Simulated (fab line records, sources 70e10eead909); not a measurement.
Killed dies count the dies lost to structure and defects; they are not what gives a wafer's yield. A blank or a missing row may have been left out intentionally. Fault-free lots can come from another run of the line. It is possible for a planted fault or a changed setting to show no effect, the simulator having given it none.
fab line records | flow nand-harc
[record] lots = 5 wafers = 15 last-day = 23
route steps=1159 shown P_STI@107 P_GATE@110 END@1159
lots that met no fault: taken from a fault-free run of the same line
start-h: hours from the record's opening day to when the first of the lot's shown wafers began | wait-h: how many hours have passed since the lot's step before this one | " same as the row above | L1.1+2: one row covering several wafers at once | - either no value or no given start | * or withheld: withheld | < > ~ a bound
route shown NAME@n: a module of which the file shows steps, and the number in the route of the first | usual: average and standard deviation across the fault-free wafers | same: alike in all rows | chamber/n: place in a boat | sites: the reading at each site | _std_site: standard deviation of those values | _edge_site: inner sites' mean taken away from outer sites' mean | radius-mm: how far each site lies from the wafer's centre | mask NAME#n: copy n | behind: the last tool/chamber to shape the wafer | hold: what put the lot on hold/how long, in hours/how the hold closed | device: the n, p or np transistor that did not switch | end of line: at the end of the route, the tests of the same wafers | a step given without rows: its recipe and nothing more | killed: the dies lost at the first sort to structure and to defects; this is not the yield of the wafer | map: the dies of a wafer, with x for killed, . for not killed, _ for no die there
set.NAME: the setting as run; set.NAME@STEP: as run at that earlier step | model.NAME: the simulator's own value behind a step, which no gauge read
a table for each step, a row for each wafer; lots at some steps of the route
services: when a tool's chamber went out of use (start-h, in hours from the record's first day, below 0 if earlier), for how many hours, and the reason
[[steps]]
[step NHARC_P_STI_SRD_39]
[step NHARC_P_STI_OXIDE_40]
[recipe] target-thk-a = 100 temp-c = 900 ox-time-s = 1362 material = SiO2
[step NHARC_P_STI_INSPECT_25]
[usual] raw-defect-count = 231/87
// columns lot.wafer tool chamber start-h wait-h raw-defect-count
L321.2 defect-inspect-01 - 85.27 0.4 300
L321.3 " - " " 175
L321.5 " - " " 265
L328.1 defect-inspect-01 - 127.78 0.4 192
L328.4 " - " " 176
L328.5 " - " " 268
L329.1 defect-inspect-01 - 142.07 0.4 136
L329.4 " - " " 159
L329.6 " - " " 214
L330.2 defect-inspect-02 - 142.07 0.4 241
L330.3 " - " " 191
L330.4 " - " " 133
L334.1 defect-inspect-01 - 163.20 0.4 230
L334.3 " - " " 157
L334.6 " - " " 259
[step NHARC_P_GATE_ETCH_69]
[recipe] target-depth-a = 140 chemistry = dHF material = SiO2
[step NHARC_P_GATE_PRECLEAN_70]
[recipe] time-s = * temp-c = 50 bath-age-min = 0 chemistry = SC1
[step NHARC_P_GATE_SRD_01]
[step NHARC_P_GATE_OXIDE_02]
[recipe] target-thk-a = 375 temp-c = 950 p-h2o-torr = 720 ox-time-s = 365 material = SiO2
[step NHARC_P_GATE_DEHYDRATE_03]
[recipe] temp-c = 150 time-s = 120
[step NHARC_P_GATE_HMDS_04]
[recipe] time-s = 30
[step NHARC_P_GATE_COAT_05]
[recipe] spin-rpm = 4690
[step NHARC_P_GATE_SOFTBAKE_06]
[recipe] temp-c = 122 time-s = 95
[step NHARC_P_GATE_EBR_07]
[step NHARC_P_GATE_EXPOSE_08]
[recipe] na = 0.6 dose-mj = 16.75 mask-id = P_HV
[usual] stage-vel-mm-s = 500.00/0.25
// columns lot.wafer tool chamber start-h wait-h mask stage-vel-mm-s
L321.2 krf-scanner-01 0 93.23 - P_HV#0 499.70
L321.3 " 0 " " P_HV#0 500.30
L321.5 " 0 " " P_HV#0 500.19
L328.1 krf-scanner-01 0 136.09 - P_NSD#0 500.05
L328.4 " 0 " " P_NSD#0 500.01
L328.5 " 0 " " P_NSD#0 500.32
L330.2 krf-scanner-02 0 149.97 - P_HV#0 499.70
L330.3 " 0 " " P_HV#0 499.72
L330.4 " 0 " " P_HV#0 499.95
L329.1 krf-scanner-01 0 150.12 - P_HV#0 499.62
L329.4 " 0 " " P_HV#0 500.10
L329.6 " 0 " " P_HV#0 500.01
L334.1 krf-scanner-01 0 171.27 - P_HV#0 500.37
L334.3 " 0 " " P_HV#0 500.14
L334.6 " 0 " " P_HV#0 499.73
[step NHARC_P_GATE_PEB_09]
[recipe] peb-temp-c = 118 peb-time-s = 85
[step NHARC_P_GATE_DEVELOP_10]
[recipe] time-s = 70
[step NHARC_P_GATE_CD_MEAS_11]
[recipe] target-cd-nm = 1640 landing-energy-ev = 500
[usual] cd-nm = 1638.9/1.8
[same] landing-energy-ev = 500
// columns lot.wafer tool chamber start-h wait-h cd-nm
L321.2 cd-sem-01 0 93.39 - 1640.5
L321.3 " 0 " " 1639.8
L321.5 " 0 " " 1640.3
L328.1 cd-sem-03 0 136.24 - -
L328.4 " 0 " " -
L328.5 " 0 " " -
L330.2 cd-sem-02 0 150.12 - 1640.1
L330.3 " 0 " " 1638.4
L330.4 " 0 " " 1639.7
L329.1 cd-sem-03 0 150.28 - 1638.2
L329.4 " 0 " " 1635.2
L329.6 " 0 " " 1639.9
L334.1 cd-sem-03 0 171.43 - 1639.5
L334.3 " 0 " " 1636.3
L334.6 " 0 " " 1640.2
[step NHARC_P_GATE_HARDBAKE_12]
[recipe] temp-c = 125 time-s = 80
[step NHARC_END_SORT_01]
[recipe] temp-c = 25
[usual] killed-at-array = 28/11 killed-at-other = 0.5/0.87 killed-at-periphery = 2.9/2.2 killed-dies = 32/11 killed-open = 3.2/1.9 killed-short = 1.8/1.4
[same] gross-dies = 677
// columns lot.wafer tool chamber start-h wait-h killed-at-array killed-at-other killed-at-periphery killed-dies killed-open killed-short
L328.1 prober-02 0 491.36 2.5 29 1 647 677 2 4
L328.4 prober-02 0 493.74 3.4 36 0 641 677 5 1
L328.5 prober-02 0 494.53 3.7 34 0 643 677 1 2
// killed by level:class
L328.1 P_GATE:area-expose=642 A_CHANNEL_HOLE_D1:chamber-film-flake=15 A_SLIT:chamber-film-flake=7 P_M2:chamber-film-flake=4 A_CONTACT:chamber-film-flake=2 A_CHANNEL_FILL_D1:geometric-particle:short=1 A_WL_FILL:geometric-particle:short=1 A_BLC:geometric-particle:short=1
L328.4 P_GATE:area-expose=639 A_CHANNEL_HOLE_D1:chamber-film-flake=16 A_SLIT:chamber-film-flake=10 A_M0:geometric-particle:open=3 A_STAIRCASE:chamber-film-flake=3 A_CHANNEL_FILL_D1:geometric-particle:short=1 A_WL_FILL:geometric-particle:open=1 A_CONTACT:geometric-particle:open=1
L328.5 P_GATE:area-expose=640 A_SLIT:chamber-film-flake=14 A_CHANNEL_HOLE_D1:chamber-film-flake=11 A_STAIRCASE:chamber-film-flake=4 P_M2:chamber-film-flake=2 A_CONTACT:chamber-film-flake=2 A_CHANNEL_FILL_D1:geometric-particle:short=1 A_CONTACT:geometric-particle:short=1
// map L328.1 (x killed, . not)
____________x____________
_________xxxxxxx_________
_______xxxxxxxxxxx_______
______xxxxxxxxxxxxx______
_____xxxxxxxxxxxxxxx_____
____xxxxxxxxxxxxxxxxx____
____xxxxxxxxxxxxxxxxx____
___xxxxxxxxxxxxxxxxxxx___
___xxxxxxxxxxxxxxxxxxx___
__xxxxxxxxxxxxxxxxxxxxx__
__xxxxxxxxxxxxxxxxxxxxx__
_xxxxxxxxxxxxxxxxxxxxxxx_
_xxxxxxxxxxxxxxxxxxxxxxx_
_xxxxxxxxxxxxxxxxxxxxxxx_
_xxxxxxxxxxxxxxxxxxxxxxx_
_xxxxxxxxxxxxxxxxxxxxxxx_
xxxxxxxxxxxxxxxxxxxxxxxxx
xxxxxxxxxxxxxxxxxxxxxxxxx
xxxxxxxxxxxxxxxxxxxxxxxxx
xxxxxxxxxxxxxxxxxxxxxxxxx
xxxxxxxxxxxxxxxxxxxxxxxxx
_xxxxxxxxxxxxxxxxxxxxxxx_
_xxxxxxxxxxxxxxxxxxxxxxx_
_xxxxxxxxxxxxxxxxxxxxxxx_
_xxxxxxxxxxxxxxxxxxxxxxx_
_xxxxxxxxxxxxxxxxxxxxxxx_
__xxxxxxxxxxxxxxxxxxxxx__
__xxxxxxxxxxxxxxxxxxxxx__
___xxxxxxxxxxxxxxxxxxx___
___xxxxxxxxxxxxxxxxxxx___
____xxxxxxxxxxxxxxxxx____
____xxxxxxxxxxxxxxxxx____
_____xxxxxxxxxxxxxxx_____
______xxxxxxxxxxxxx______
_______xxxxxxxxxxx_______
_________xxxxxxx_________
____________x____________
// map L334.3 (x killed, . not)
____________.____________
_________......._________
_______..........._______
______.............______
_____..............._____
____.................____
____.................____
___...............x...___
___...................___
__.....................__
__.....................__
_.............x........._
_......................._
_......................._
_............xx........._
_......................._
.........................
.x...........x...........
...x........x...x........
.xx.......x...x..........
.xx.......x.xx..x........
_.xx.........xx........._
_..x.......x.xxx........_
_.........x.xx.x........_
_..x............x......._
_...........x.x........._
__.................x...__
__.....................__
___...................___
___.........x........x___
____.........x......x____
____...x........x....____
_____..............._____
______.............______
_______..........._______
_________......._________
____________.____________
[[services]]
// columns tool chamber start-h hours kind
krf-scanner-01 - 80.27 3.5 repair
krf-scanner-01 - 84.00 4.0 pm
krf-scanner-02 - 143.20 0.4 repair
krf-scanner-02 - 152.70 2.3 repair
krf-scanner-01 - 165.59 1.0 repair
[[key]]
[first-sign] step = NHARC_P_GATE_EXPOSE_08 reading = mask direction = changed
[effect] step = NHARC_P_GATE_CD_MEAS_11 reading = cd-nm direction = missing
[effect] step = NHARC_END_SORT_01 reading = killed-at-periphery direction = up sigmas = 99+ usual = 2.9 struck = 643.7
[more-kills-born-at] NHARC_P_GATE_EXPOSE_08@krf-scanner-01 = 1921
met-at NHARC_P_GATE_EXPOSE_08
struck-wafers L328.1,L328.4,L328.5
later-rows-left-out L328.1,L328.4,L328.5
tester-left-out L328
onset-between 93.23 136.09
[fault] kind = wrong-mask tool = any chamber = - onset-h = 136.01 steps = NHARC_P_GATE_EXPOSE_08 aux-copy = P_NSD#0 scope = struck-lots-only
// tester-left-out: of these lots the tester's yield and bins aren't shown, on N5 and GAA mostly nor the transistor test; their killed dies are dies lost to structure and defects alone, not to doping, threshold or leakage, so they don't give the yield
// later-rows-left-out: the simulator's readings of these wafers behind a module that went badly wrong aren't trusted and aren't shown, but for the sort
